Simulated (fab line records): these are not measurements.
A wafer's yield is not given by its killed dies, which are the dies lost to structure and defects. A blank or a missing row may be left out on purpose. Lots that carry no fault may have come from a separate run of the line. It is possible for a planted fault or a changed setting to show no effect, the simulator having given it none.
fab line records	flow n5Finfet
[record] lots = 7	wafers = 21
route steps=1938 shown WELL_APT@21 FIN_CUT@169 SD_EPI_N@288 SD_EPI_P@323 SD_ACTIVATION@330 SDB@348 HKMG_FIN@435 MOL_CONTACT_COAG@559
startH: start of the lot's first displayed wafer, in hours after the record's first day	waitH: hours elapsed since this lot's preceding step	" identical to the entry in the row above	L1.1+2: a single row standing in for several wafers	- no value, or no start was given	* or withheld: withheld	< > ~ a bound
route shown NAME@n: a module of which the file shows steps, and the number in the route of the first	usual: the fault-free wafers' mean and standard deviation	same: alike in all rows	chamber/n: place in a boat	sites: each site's reading	_std_site: the standard deviation of these	_edge_site: outer sites' mean less inner sites'	radiusMm: how far each site lies from the wafer's centre	mask NAME#n: copy n	behind: tool/chamber where the wafer was last shaped	hold: why the lot was held/for how many hours/how that ended	device: names the non-switching transistor (n, p or np)	end of line: tests of these same wafers at the route's end	a step with no rows: only its recipe	killed: dies that structure and defects cost at the first sort, which is not the same as the wafer's yield	map: shows each die of a wafer: x if killed, . if not, _ if none is there
set.NAME: the run value of the setting; set.NAME@STEP: its run value at that earlier step	model.NAME: the simulator's own value behind a step, which no gauge read
lots whose settings were changed on purpose; a table a step, a row a wafer
[[steps]]
[step N5_WELL_APT_COAT_02]
[recipe] spinRpm = 1357	resistThkNm = 950
lot.wafer	tool	chamber	startH	waitH	set.spinRpm	model.coat_of_WELL_APT_COAT_02.thkNm
L077.2	lithoTrack-01	0	-	-	1445	915.2
L077.3	"	0	"	"	1445	918.1
L077.5	"	0	"	"	1357	946.2
L083.1	lithoTrack-05	0	-	-	1314	967.5
L083.4	"	0	"	"	1357	952.6
L083.5	"	0	"	"	1357	954.7
L085.1	lithoTrack-01	0	-	-	1357	949.6
L085.2	"	0	"	"	1357	950.1
L085.4	"	0	"	"	1357	953.5
L086.3	lithoTrack-05	0	-	-	1357	948.6
L086.4	"	0	"	"	1357	954.5
L086.6	"	0	"	"	1357	949.9
L089.1	lithoTrack-02	0	-	-	1357	948.4
L089.5+6	"	0	"	"	1357	949.5
L094.2	lithoTrack-05	0	-	-	1357	947.2
L094.3	"	0	"	"	1357	952.4
L094.4	"	0	"	"	1357	945.5
L095.1	lithoTrack-02	0	-	-	1433	921.5
L095.2	"	0	"	"	1433	924.3
L095.6	"	0	"	"	1357	945.3
[step N5_FIN_CUT_ETCH_21]
[recipe] chemistry = N2/H2	target = SOC	targetDepthA = 2190	overetchA = 438	maskMaterial = SiARC	tempC = 40	ionEnergyEv = 100	biasW = 61	timeS = 523.5	pressureMtorr = 30	sourceW = 850	n2FlowSccm = 200	h2FlowSccm = 200
lot.wafer	tool	chamber	startH	waitH	set.timeS	model.SiARC_of_FIN_CUT_COAT_19.thkNm
L077.2	rieDiel-02	1	45.12	0.0	610.1	9.8
L077.3	"	0	"	"	523.5	11.6
L077.5	"	3	"	"	610.1	10.2
L083.1+4	rieDiel-02	3,1	82.91	0.0	523.5	11.4
L083.5	"	3	"	"	523.5	11.6
L085.1	rieDiel-06	0	99.67	0.0	523.5	12.2
L085.2+4	"	2,1	"	"	523.5	11.8
L086.3	rieDiel-05	2	101.90	0.0	523.5	11.6
L086.4	"	3	"	"	523.5	12.2
L086.6	"	2	"	"	481.5	12.4
L089.1	rieDiel-06	2	117.19	0.0	621.5	10.6
L089.5	"	1	"	"	621.5	10.2
L089.6	"	2	"	"	523.5	12.2
L094.2	rieDiel-05	0	148.62	0.0	569.5	10.6
L094.3	"	2	"	"	569.5	11.2
L094.4	"	1	"	"	569.5	10.4
L095.1	rieDiel-06	2	153.07	0.0	523.5	12
L095.2	"	3	"	"	473.3	12.4
L095.6	"	3	"	"	523.5	11.6
[step N5_SD_EPI_N_EPI_21]
[recipe] material = Si:P	dopant = P	tempC = 680	pressureTorr = 255	timeS = 690
lot.wafer	tool	chamber	startH	waitH	set.epiGrowthTimeS	model.Si-P_of_SD_EPI_N_EPI_21.thkNm
L077.2	epiRpcvd-04	0	70.10	0.4	690	59.4
L077.3+5	"	0	"	"	690	59.6
L083.1	epiRpcvd-04	0	106.03	0.2	690	58.4
L083.4	"	0	107.15	1.2	690	59
L083.5	"	0	"	"	758.8	63.4
L085.1	epiRpcvd-01	0	124.22	0.1	690	58.4
L085.2	"	0	"	"	690	58.2
L085.4	"	0	"	"	690	58.6
L086.3	epiRpcvd-04	0	129.02	0.9	690	59.2
L086.4	"	0	"	"	642.6	56.4
L086.6	"	0	"	"	690	59.8
L089.1	epiRpcvd-01	0	142.09	0.2	690	59.2
L089.5	"	0	143.58	1.5	690	59.8
L089.6	"	0	"	"	690	59.6
L094.2	epiRpcvd-02	0	172.10	0.4	690	58.6
L094.3	"	0	"	"	690	60
L094.4	"	0	"	"	690	59.6
L095.1	epiRpcvd-04	0	178.25	0.1	690	59
L095.2	"	0	"	"	743.6	62
L095.6	"	0	179.65	1.4	743.6	62.2
[step N5_SD_EPI_N_EPI_MEAS_23]
[recipe] mode = xrd
[usual] thkNm = 58.9/1.2
lot.wafer	tool	chamber	startH	waitH	set.epiGrowthTimeS@SD_EPI_N_EPI_21	thkNm
L077.2	filmMetro-01	-	71.53	1.2	690	60.6
L077.3	"	-	"	"	690	60.0
L077.5	"	-	"	"	690	57.8
L083.1	filmMetro-01	-	108.32	1.9	690	57.9
L083.4	"	-	"	"	690	57.1
L083.5	"	-	"	"	758.8	63.4
L085.1	filmMetro-01	-	125.95	1.5	690	57.6
L085.2	"	-	"	"	690	57.4
L085.4	"	-	"	"	690	58.3
L086.3	filmMetro-01	-	130.55	1.2	690	59.5
L086.4	"	-	"	"	642.6	55.6
L086.6	"	-	"	"	690	59.1
L089.1	filmMetro-01	-	144.36	1.9	690	57.5
L089.5	"	-	"	"	690	61.1
L089.6	"	-	"	"	690	59.3
L094.2	filmMetro-01	-	173.54	1.2	690	59.8
L094.3	"	-	"	"	690	62.0
L094.4	"	-	"	"	690	60.4
L095.1	filmMetro-01	-	179.96	1.4	690	57.0
L095.2	"	-	"	"	743.6	62.1
L095.6	"	-	"	"	743.6	62.2
[step N5_SD_EPI_N_PRECLEAN_24]
[recipe] chemistry = O3/DIW	timeS = 60	tempC = 22	o3Ppm = 10
[step N5_SD_EPI_N_SRD_25]
[recipe] timeS = 30	tempC = 23	rinseLiquid = diw	dry = ipaMarangoni
[step N5_SD_EPI_P_HM_STRIP_48]
[recipe] chemistry = H3PO4	tempC = 160	material = SiNx	target = SiNx	targetDepthA = 30	overetchFraction = 0.3
[step N5_SD_EPI_P_SRD_49]
[recipe] dry = ipaMarangoni	timeS = 30	tempC = 23	rinseLiquid = diw
[step N5_SD_EPI_P_PRECLEAN_24]
[recipe] chemistry = O3/DIW	timeS = 45	tempC = 22	o3Ppm = 10
lot.wafer	tool	chamber	startH	waitH	set.epiGrowthTimeS@SD_EPI_N_EPI_21	model.Si-P_of_SD_EPI_N_EPI_21.thkNm
L077.2	wetBench-06	3	76.50	0.0	690	58.6
L077.3+5	"	5,4	"	"	690	58.8
L083.1	wetBench-06	1	113.02	0.0	690	57.6
L083.4	"	6	"	"	690	58.2
L083.5	"	4	"	"	758.8	62.6
L085.1	wetBench-01	4	130.64	0.0	690	57.6
L085.2	"	5	"	"	690	57.4
L085.4	"	0	"	"	690	57.8
L086.3	wetBench-01	6	135.72	0.0	690	58.4
L086.4	"	7	"	"	642.6	55.6
L086.6	"	2	"	"	690	59
L089.1	wetBench-06	4	149.75	0.0	690	58.4
L089.5	"	3	"	"	690	59
L089.6	"	0	"	"	690	58.8
L094.2	wetBench-04	1	178.56	0.0	690	57.8
L094.3	"	4	"	"	690	59.2
L094.4	"	0	"	"	690	58.8
L095.1	wetBench-01	5	185.43	0.0	690	58.2
L095.2+6	"	0,4	"	"	743.6	61.2
[step N5_SD_EPI_P_PRECLEAN_32]
[recipe] chemistry = dHF	timeS = 10	dilution = 500:1	tempC = 25
[step N5_SD_EPI_P_PRECLEAN_33]
[recipe] chemistry = SC2	timeS = 45	tempC = 35	mix = 1:1:50
[step N5_SD_ACTIVATION_RTA_00]
[recipe] tempC = 975	timeS = 0	ambient = N2	idleTempC = 600	rampUpCPerS = 150	rampDownCPerS = 60	coolToC = 600
[step N5_SD_ACTIVATION_LSA_01]
[recipe] tempC = 1080	timeS = 0.0008	ambient = N2
[step N5_SD_ACTIVATION_RS_MEAS_03]
[recipe] thkMeasGauge = four-point-probe
[usual] RS_SD_N = 21.96/0.28	RS_SD_P = 55.9/0.92
lot.wafer	tool	chamber	startH	waitH	set.epiGrowthTimeS@SD_EPI_N_EPI_21	RS_SD_N[ohm/sq]	RS_SD_P[ohm/sq]
L077.2	filmMetro-01	-	77.18	0.2	690	21.76	54.8
L077.3	"	-	"	"	690	21.63	54.0
L077.5	"	-	"	"	690	21.71	54.7
L083.1	filmMetro-02	-	113.52	0.2	690	22.24	57.2
L083.4	"	-	"	"	690	21.87	56.6
L083.5	"	-	"	"	758.8	20.24	55.9
L085.1	filmMetro-02	-	131.14	0.2	690	22.27	55.9
L085.2	"	-	"	"	690	22.41	55.8
L085.4	"	-	"	"	690	22.14	55.5
L086.3	filmMetro-02	-	136.27	0.2	690	21.79	55.8
L086.4	"	-	"	"	642.6	23.13	56.6
L086.6	"	-	"	"	690	21.61	55.6
L089.1	filmMetro-02	-	150.25	0.2	690	21.92	56.8
L089.5	"	-	"	"	690	21.91	56.8
L089.6	"	-	"	"	690	21.69	56.1
L094.2	filmMetro-02	-	179.16	0.2	690	21.98	54.7
L094.3	"	-	"	"	690	21.55	56.1
L094.4	"	-	"	"	690	21.60	53.8
L095.1	filmMetro-02	-	185.94	0.2	690	21.80	55.0
L095.2	"	-	"	"	743.6	20.98	55.6
L095.6	"	-	"	"	743.6	20.85	55.6
[step N5_SDB_COAT_03]
[recipe] resist = SOC	tempC = 250	timeS = 60	spinRpm = 1500	resistThkNm = 100
lot.wafer	tool	chamber	startH	waitH	set.spinRpm	model.SOC_of_SDB_COAT_03.thkNm
L077.2	lithoTrack-04	0	83.96	0.1	1500	100.2
L077.3	"	0	"	"	1500	99.8
L077.5	"	0	"	"	1650	95.6
L083.1	lithoTrack-02	0	120.43	0.1	1500	99.4
L083.4	"	0	"	"	1395	103.4
L083.5	"	0	"	"	1500	99.8
L085.1	lithoTrack-02	0	137.96	0.1	1500	99.8
L085.2+4	"	0	"	"	1500	100
L086.3	lithoTrack-05	0	143.02	0.1	1592	96.6
L086.4	"	0	"	"	1500	99.4
L086.6	"	0	"	"	1592	96.4
L089.1	lithoTrack-04	0	156.98	0.1	1500	100.2
L089.5	"	0	"	"	1500	100.4
L089.6	"	0	"	"	1500	100
L094.2+4	lithoTrack-02	0	186.43	0.1	1500	99.6
L094.3	"	0	"	"	1657	94.6
L095.1+6	lithoTrack-02	0	193.01	0.1	1361	104.4
L095.2	"	0	"	"	1500	99.4
[step N5_SDB_COAT_05]
[recipe] resist = CAR-ArF	spinRpm = 1500	resistThkNm = 90
lot.wafer	tool	chamber	startH	waitH	set.spinRpm	model.CAR-ArF_of_SDB_COAT_05.thkNm
L077.2+5	lithoTrack-04	0	-	-	1556	88.2
L077.3	"	0	"	"	1500	89.6
L083.1	lithoTrack-02	0	-	-	1433	91.8
L083.4	"	0	"	"	1500	90
L083.5	"	0	"	"	1500	89.8
L085.1+2	lithoTrack-02	0	-	-	1500	90
L085.4	"	0	"	"	1500	89.8
L086.3	lithoTrack-05	0	-	-	1500	90.2
L086.4	"	0	"	"	1666	85.6
L086.6	"	0	"	"	1500	90
L089.1	lithoTrack-04	0	-	-	1500	89.8
L089.5	"	0	"	"	1500	90
L089.6	"	0	"	"	1627	86.2
L094.2	lithoTrack-02	0	-	-	1587	87.2
L094.3+4	"	0	"	"	1500	89.8
L095.1	lithoTrack-02	0	-	-	1664	85.2
L095.2+6	"	0	"	"	1500	89.8
[step N5_SDB_EBR_07]
[recipe] solvent = PGMEA	ebrWidthMm = 1.5
[step N5_SDB_SOFTBAKE_06]
[recipe] tempC = 110	timeS = 60	resist = CAR-ArF
[step N5_SDB_EXPOSE_08]
[recipe] maskId = SDB	na = 1.35	sourceShape = conventional	sigmaOuter = 0.5	polarization = unpolarized	doseMj = 49.6
[step N5_SDB_PEB_09]
[recipe] pebTempC = withheld	pebTimeS = 60	resist = CAR-ArF
[step N5_SDB_DEVELOP_10]
[recipe] developTimeS = 30	developer = TMAH	resist = CAR-ArF	rinseLiquid = diw	dry = airSpin	devTempC = 23
lot.wafer	tool	chamber	startH	waitH	set.spinRpm@SDB_COAT_05	model.CAR-ArF_of_SDB_COAT_05.thkNm
L077.2+5	lithoTrack-04	0	-	-	1556	86.4
L077.3	"	0	"	"	1500	88
L083.1	lithoTrack-04	0	-	-	1433	90.2
L083.4+5	"	0	"	"	1500	88.2
L085.1+2+4	lithoTrack-04	0	-	-	1500	88.2
L086.3	lithoTrack-02	0	-	-	1500	88.6
L086.4	"	0	"	"	1666	84
L086.6	"	0	"	"	1500	88.4
L089.1+5	lithoTrack-05	0	-	-	1500	88.2
L089.6	"	0	"	"	1627	84.6
L094.2	lithoTrack-04	0	-	-	1587	85.6
L094.3+4	"	0	"	"	1500	88
L095.1	lithoTrack-05	0	-	-	1664	83.6
L095.2	"	0	"	"	1500	88.2
L095.6	"	0	"	"	1500	88
[step N5_SDB_DESCUM_16]
[recipe] chemistry = O2	timeS = 7.9	sourcePowerW = 50	biasPowerW = 20	pressureMtorr = 20	rfFrequencyHz = 2.712e+07	tempC = 40	resist = CAR-ArF	o2FlowSccm = 225
[step N5_SDB_ETCH_17]
[recipe] chemistry = CF4	target = SiARC	targetDepthA = 234	maskMaterial = CAR-ArF	timeS = 39	ionEnergyEv = 80	pressureMtorr = 40	sourceW = 545	biasW = 36	Ar_flow_sccm = 100	cf4FlowSccm = 100	ends = cleared
[step N5_SDB_ETCH_18]
[recipe] chemistry = N2/H2	target = SOC	targetDepthA = 1000	overetchA = 200	maskMaterial = SiARC	tempC = 40	timeS = 150	ionEnergyEv = 200	pressureMtorr = 30	sourceW = 840	biasW = 150	n2FlowSccm = 200	h2FlowSccm = 200
lot.wafer	tool	chamber	startH	waitH	set.spinRpm@SDB_COAT_03	model.etch.depthNm
L077.2	rieDiel-04	1	84.37	0.0	1500	100.1
L077.3	"	0	"	"	1500	99.76
L077.5	"	0	"	"	1650	95.57
L083.1	rieDiel-04	3	121.43	0.0	1500	99.42
L083.4	"	1	"	"	1395	103.4
L083.5	"	3	"	"	1500	99.89
L085.1	rieDiel-04	1	138.37	0.0	1500	99.89
L085.2	"	3	"	"	1500	100.1
L085.4	"	0	"	"	1500	99.95
L086.3	rieDiel-04	0	143.60	0.0	1592	96.59
L086.4	"	2	"	"	1500	99.44
L086.6	"	2	"	"	1592	96.45
L089.1+5	rieDiel-03	1	157.60	0.0	1500	100.3
L089.6	"	2	"	"	1500	100.1
L094.2	rieDiel-03	2	186.83	0.0	1500	99.57
L094.3	"	0	"	"	1657	94.51
L094.4	"	3	"	"	1500	99.56
L095.1	rieDiel-04	2	193.53	0.0	1361	104.3
L095.2	"	1	"	"	1500	99.35
L095.6	"	1	"	"	1361	104.4
[step N5_SDB_STRIP_19]
[recipe] chemistry = N2/H2	tempC = 40	n2FlowSccm = 200	h2FlowSccm = 200	rfFrequencyHz = 6e+07
[step N5_SDB_STRIP_21]
[recipe] chemistry = CF4	resist = SiARC	powerW = 300	biasPowerW = 75	pressureMtorr = 50	cf4FlowSccm = 150	rfFrequencyHz = 6e+07
[step N5_SDB_HM_OPEN_20]
[recipe] chemistry = CH3F/O2	target = SiNx	maskMaterial = SOC	targetDepthA = 240	stopOn = poly-Si	overEtchFrac = 0.4	ionEnergyEv = 120	pressureMtorr = 30	sourceW = 395	biasW = 73	Ar_flow_sccm = 150	CH3F_flow_sccm = 30	O2_flow_sccm = 20
lot.wafer	tool	chamber	startH	waitH	set.spinRpm@SDB_COAT_03	model.SOC_of_SDB_COAT_03.thkNm
L077.2	rieDiel-04	1	84.52	0.0	1500	84.2
L077.3	"	0	"	"	1500	83.6
L077.5	"	0	"	"	1650	79.4
L083.1	rieDiel-04	3	121.59	0.0	1500	84
L083.4	"	1	"	"	1395	87.2
L083.5	"	3	"	"	1500	84.6
L085.1	rieDiel-04	1	138.53	0.0	1500	83.4
L085.2	"	3	"	"	1500	84.8
L085.4	"	0	"	"	1500	83.8
L086.3	rieDiel-04	0	143.75	0.0	1592	80.4
L086.4	"	2	"	"	1500	83.2
L086.6	"	2	"	"	1592	80
L089.1+6	rieDiel-03	1,2	157.76	0.0	1500	83.8
L089.5	"	1	"	"	1500	84
L094.2	rieDiel-03	2	186.99	0.0	1500	83.2
L094.3	"	0	"	"	1657	78.6
L094.4	"	3	"	"	1500	83.6
L095.1+6	rieDiel-04	2,1	193.68	0.0	1361	88.2
L095.2	"	1	"	"	1500	83
[step N5_SDB_STRIP_22]
[recipe] chemistry = N2/H2	powerW = 1000	tempC = 250	h2Frac = 0.65	overashFraction = 0.3	pressureMtorr = withheld	n2FlowSccm = 1750	h2FlowSccm = 3250
[usual] stripTimeToEndpointS = 96.0/0.43
lot.wafer	tool	chamber	startH	waitH	set.spinRpm@SDB_COAT_03	stripTimeToEndpointS
L077.2	plasmaAsher-01	1	84.60	0.1	1500	96.4
L077.3	"	1	"	"	1500	95.8
L077.5	"	1	"	"	1650	91.9
L083.1	plasmaAsher-01	0	121.67	0.1	1500	96.3
L083.4	"	0	"	"	1395	99.2
L083.5	"	1	"	"	1500	96.8
L085.1	plasmaAsher-02	1	138.61	0.1	1500	95.7
L085.2	"	0	"	"	1500	96.9
L085.4	"	1	"	"	1500	95.9
L086.3	plasmaAsher-02	0	143.87	0.1	1592	92.8
L086.4	"	1	"	"	1500	95.5
L086.6	"	1	"	"	1592	92.5
L089.1	plasmaAsher-01	1	157.84	0.1	1500	96.1
L089.5	"	0	"	"	1500	96.2
L089.6	"	1	"	"	1500	96.1
L094.2	plasmaAsher-01	0	187.07	0.1	1500	95.4
L094.3	"	0	"	"	1657	91.2
L094.4	"	1	"	"	1500	95.9
L095.1	plasmaAsher-01	1	193.77	0.1	1361	100.2
L095.2	"	0	"	"	1500	95.3
L095.6	"	0	"	"	1361	100.2
[step N5_SDB_ALD_29]
[recipe] material = SiNx	targetThkA = 300	tempC = 400	aldPrecursorFamily = SiH2I2	aldCoReactant = N2/H2-plasma	pulseTimeS = 1	aldCycles = 600	purgeTimeS = 2	coReactantPurgeTimeS = 2	pressureTorr = 2
lot.wafer	tool	chamber	startH	waitH	set.aldCycles	model.SiNx_of_SDB_ALD_29.thkNm
L077.2	aldSin-01	3	85.10	0.0	600	29.8
L077.3	"	1	"	"	600	30
L077.5	"	3	86.45	1.4	600	29.6
L083.1+4+5	aldSin-01	3,2,2	122.75	0.0	600	30
L085.1+4	aldSin-01	3,1	139.10	0.0	600	29.8
L085.2	"	2	"	"	600	30
L086.3+6	aldSin-03	0,3	144.32	0.0	600	30
L086.4	"	2	"	"	600	29.8
L089.1	aldSin-01	1	159.16	0.9	652	32.4
L089.5	"	1	160.51	2.2	600	30
L089.6	"	2	"	"	652	32.6
L094.2	aldSin-03	0	189.11	1.4	600	30
L094.3	"	2	"	"	648	32.4
L094.4	"	1	"	"	648	32.6
L095.1	aldSin-04	3	194.49	0.2	524	26.4
L095.2	"	1	"	"	524	26.2
L095.6	"	1	195.84	1.6	600	30
[step N5_HKMG_FIN_ETCH_32]
[recipe] chemistry = N2/H2	target = SOC	targetDepthA = 2400	tempC = 40	timeS = 300	ionEnergyEv = 200	maskMaterial = SiARC	pressureMtorr = 30	sourceW = 840	biasW = 150	n2FlowSccm = 200	h2FlowSccm = 200
[usual] rfVppV = 523.3/2
lot.wafer	tool	chamber	startH	waitH	set.sourceW	rfVppV
L077.2	rieDiel-01	1	93.12	0.0	730.1	549.7
L077.3	"	2	"	"	840	521.7
L077.5	"	1	"	"	840	525.5
L083.1	rieDiel-01	2	130.77	0.0	840	524.1
L083.4	"	1	"	"	840	526.4
L083.5	"	3	"	"	770.5	542.7
L085.1	rieDiel-01	3	148.53	0.0	840	525.7
L085.2	"	1	"	"	840	523.2
L085.4	"	1	"	"	840	525.3
L086.3	rieDiel-04	3	152.64	0.0	840	520.5
L086.4	"	2	"	"	757.6	539.5
L086.6	"	3	"	"	757.6	537.9
L089.1	rieDiel-04	0	167.27	0.0	969.7	499.2
L089.5	"	2	"	"	840	521.5
L089.6	"	3	"	"	969.7	496.9
L094.2	rieDiel-01	2	197.36	0.0	840	521.9
L094.3	"	3	"	"	840	526.0
L094.4	"	0	"	"	840	519.1
L095.1	rieDiel-03	2	202.69	0.0	840	524.4
L095.2	"	1	"	"	840	526.0
L095.6	"	2	"	"	955.7	503.5
[step N5_MOL_CONTACT_COAG_ALD_27]
[recipe] material = SiOC	targetThkA = 170	tempC = 400	aldPrecursorFamily = carbosiloxane	aldCoReactant = H2-plasma	pulseTimeS = 1.5	timeS = 2720	purgeTimeS = 2	coReactantPurgeTimeS = 2	aldCycles = 340	pressureTorr = 2
lot.wafer	tool	chamber	startH	waitH	set.timeS	model.SiOC_of_MOL_CONTACT_COAG_ALD_27.thkNm
L077.2+3	aldSin-03	3,2	116.33	0.0	2136	13.4
L077.5	"	0	"	"	2720	16.8
L083.1+4	aldSin-03	0,3	150.73	0.0	2720	17
L083.5	"	0	"	"	2720	16.8
L085.1	aldSin-01	1	169.56	0.0	2720	17.2
L085.2+4	"	3,2	"	"	2720	17
L086.3+4+6	aldSin-02	0,1,1	171.92	0.0	2720	17
L089.1+5	aldSin-01	0,1	187.23	0.0	2372	14.8
L089.6	"	0	"	"	2720	17
L094.2	aldSin-03	3	216.05	0.0	2720	17.2
L094.3+4	"	1,2	"	"	2720	17
L095.1	aldSin-02	2	225.86	0.2	3154	17
L095.2	"	3	"	"	3154	16.8
L095.6	"	0	"	"	2720	17
[[key]]
[split] step = N5_WELL_APT_COAT_02	setting = spinRpm	stated = 1357	by = wafer
[response] step = N5_WELL_APT_COAT_02	reading = model.coat_of_WELL_APT_COAT_02.thkNm	change = -4.32	per = 1%	r = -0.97
[split] step = N5_FIN_CUT_ETCH_21	setting = timeS	stated = 523.5	by = wafer
[response] step = N5_FIN_CUT_ETCH_21	reading = model.SiARC_of_FIN_CUT_COAT_19.thkNm	change = -0.0896	per = 1%	r = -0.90
[split] step = N5_SD_EPI_N_EPI_21	setting = epiGrowthTimeS	stated = 690	by = wafer
[response] step = N5_SD_EPI_N_EPI_21	reading = model.Si-P_of_SD_EPI_N_EPI_21.thkNm	change = +0.446	per = 1%	r = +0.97
[response] step = N5_SD_EPI_N_EPI_MEAS_23	reading = thkNm	change = *	per = 1%	r = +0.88
[response] step = N5_SD_EPI_P_PRECLEAN_24	reading = model.Si-P_of_SD_EPI_N_EPI_21.thkNm	change = +0.442	per = 1%	r = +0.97
[response] step = N5_SD_ACTIVATION_RS_MEAS_03	reading = RS_SD_N	change = -0.168	per = 1%	r = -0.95
[split] step = N5_SDB_COAT_03	setting = spinRpm	stated = 1500	by = wafer
[response] step = N5_SDB_COAT_03	reading = model.SOC_of_SDB_COAT_03.thkNm	change = -0.49	per = 1%	r = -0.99
[response] step = N5_SDB_ETCH_18	reading = model.etch.depthNm	change = -0.49	per = 1%	r = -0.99
[response] step = N5_SDB_HM_OPEN_20	reading = model.SOC_of_SDB_COAT_03.thkNm	change = -0.477	per = 1%	r = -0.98
[response] step = N5_SDB_STRIP_22	reading = stripTimeToEndpointS	change = *	per = 1%	r = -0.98
[split] step = N5_SDB_COAT_05	setting = spinRpm	stated = 1500	by = wafer
[response] step = N5_SDB_COAT_05	reading = model.CAR-ArF_of_SDB_COAT_05.thkNm	change = -0.42	per = 1%	r = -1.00
[response] step = N5_SDB_DEVELOP_10	reading = model.CAR-ArF_of_SDB_COAT_05.thkNm	change = -0.415	per = 1%	r = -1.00
[split] step = N5_SDB_ALD_29	setting = aldCycles	stated = 600	by = wafer
[response] step = N5_SDB_ALD_29	reading = model.SiNx_of_SDB_ALD_29.thkNm	change = +0.296	per = 1%	r = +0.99
[split] step = N5_HKMG_FIN_ETCH_32	setting = sourceW	stated = 840	by = wafer
[response] step = N5_HKMG_FIN_ETCH_32	reading = rfVppV	change = -1.73	per = 1%	r = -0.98
[split] step = N5_MOL_CONTACT_COAG_ALD_27	setting = timeS	stated = 2720	by = wafer
[response] step = N5_MOL_CONTACT_COAG_ALD_27	reading = model.SiOC_of_MOL_CONTACT_COAG_ALD_27.thkNm	shape = bent	atLowest = 13.4	atStated = 17	atHighest = 16.9
